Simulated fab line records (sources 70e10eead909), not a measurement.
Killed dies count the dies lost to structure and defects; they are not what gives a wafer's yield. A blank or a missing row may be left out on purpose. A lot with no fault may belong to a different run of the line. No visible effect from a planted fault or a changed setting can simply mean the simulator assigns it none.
Matching of chambers	flow nand_harc	cmp-03 running NHARC_A_CONTACT_CMP_20: 4 sister chambers
The step polishes, t overpolish 30 s, target thk 300 nm. 4 wafers are shown with their chamber, then 12 later ones without.

WAFERS PAIRED WITH THEIR CHAMBERS
wafer	chamber	motor_current_A (A)
L088.3	2	11.5
L092.1	0	12.2
L092.2	1	10.0
L092.4	3	13.3

WAFERS WITH NO CHAMBER GIVEN
wafer	motor_current_A (A)
L093.1	11.1
L093.3	10.8
L093.5	11.4
L094.1	10.7
L094.4	11.9
L094.5	10.1
L095.1	12.4
L095.3	11.6
L095.4	10.9
L097.1	13.6
L097.5	12.8
L097.6	10.6

WHICH CHAMBER EACH WENT THROUGH
wafer	from the rows above	in truth
L093.1	can't be placed: 2 or 0 or 1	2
L093.3	can't be placed: 2 or 1 or 0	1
L093.5	can't be placed: 2 or 0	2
L094.1	can't be placed: 1 or 2 or 0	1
L094.4	can't be placed: 0 or 2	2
L094.5	1	1
L095.1	can't be placed: 0 or 2 or 3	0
L095.3	can't be placed: 2 or 0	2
L095.4	can't be placed: 2 or 1 or 0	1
L097.1	3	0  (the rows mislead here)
L097.5	can't be placed: 3 or 0 or 2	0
L097.6	can't be placed: 1 or 2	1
Placed correctly: 1 of 12. From these rows, 10 cannot be placed; in 10 the true chamber is one of the candidates. Wrongly placed: 1.
How it was worked out, from the rows above alone: a wafer's distance from a chamber is the root of the sum, over the readings, of the square of ((its reading less the chamber's mean) divided by the reading's scatter). The wafer belongs to the nearest chamber; if the next one is less than 2 further off, it can't be placed. A chamber's mean is the mean of its shown wafers. The scatter: with one shown wafer a chamber, the root of the mean of the squares of how far each hidden wafer lies from its nearest shown one.
